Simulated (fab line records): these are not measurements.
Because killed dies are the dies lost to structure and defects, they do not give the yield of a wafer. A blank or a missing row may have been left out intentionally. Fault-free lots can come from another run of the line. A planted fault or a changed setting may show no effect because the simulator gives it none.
One fault through the eyes of 2 desks | flow nand_harc | only its own numbers are on each desk; what lay behind them is given at the end

## AT THE METROLOGY DESK
What the gauges read for every lot (on any tool): the sampled wafers with a number, averaged. If a lot's mean is further than 4 standard deviations from the usual mean, the lot is out of limits and carries the mark OUT (the distance appears in the brackets).
Columns: A = thk_nm at NHARC_A_BONDPAD_THK_MEAS_30, usual 199.8 nm
lot  | first seen here | A
L801 | day 23 15:50    | 199.6
L802 | day 25 04:05    | 199.6
L805 | day 25 08:10    | 199.3
L803 | day 26 05:04    | 200.5
L804 | day 26 07:43    | 199.4
L807 | day 26 08:38    | 199.5
L806 | day 26 10:28    | 200.3
L809 | day 27 09:56    | 199.6
L810 | day 28 07:32    | 199.3
L811 | day 28 09:16    | 200.6
L817 | day 30 17:49    | 200.4
L818 | day 31 07:39    | 199.2
L822 | day 32 13:09    | 200.5
Result from this desk: across the 13 lots, nothing is out of limits.

## THE TOOL OWNER'S DESK: pecvd-02
The tool's own readings at NHARC_A_CONTACT_DEP_29 (deposits SiON, target thk 100 nm): means of the sampled wafers that have a number, for each lot that ran on this tool. If a lot's mean is further than 4 standard deviations from the usual mean, the lot is out of limits and carries the mark OUT (the distance appears in the brackets).
Columns: A = heater_power_w at NHARC_A_CONTACT_DEP_29, usual 729 W
lot  | first seen here | A
L802 | day 23 07:01    | 737
L803 | day 24 02:43    | 833
L810 | day 26 07:37    | 765
L817 | day 29 00:20    | 722
L818 | day 29 16:58    | 674
Result from this desk: across the 5 lots, nothing is out of limits.

## PUT TOGETHER
From the metrology desk's view, nothing was out of limits.
The tool owner's desk saw nothing out of limits.

## WHAT THE SIMULATOR HAD PUT IN
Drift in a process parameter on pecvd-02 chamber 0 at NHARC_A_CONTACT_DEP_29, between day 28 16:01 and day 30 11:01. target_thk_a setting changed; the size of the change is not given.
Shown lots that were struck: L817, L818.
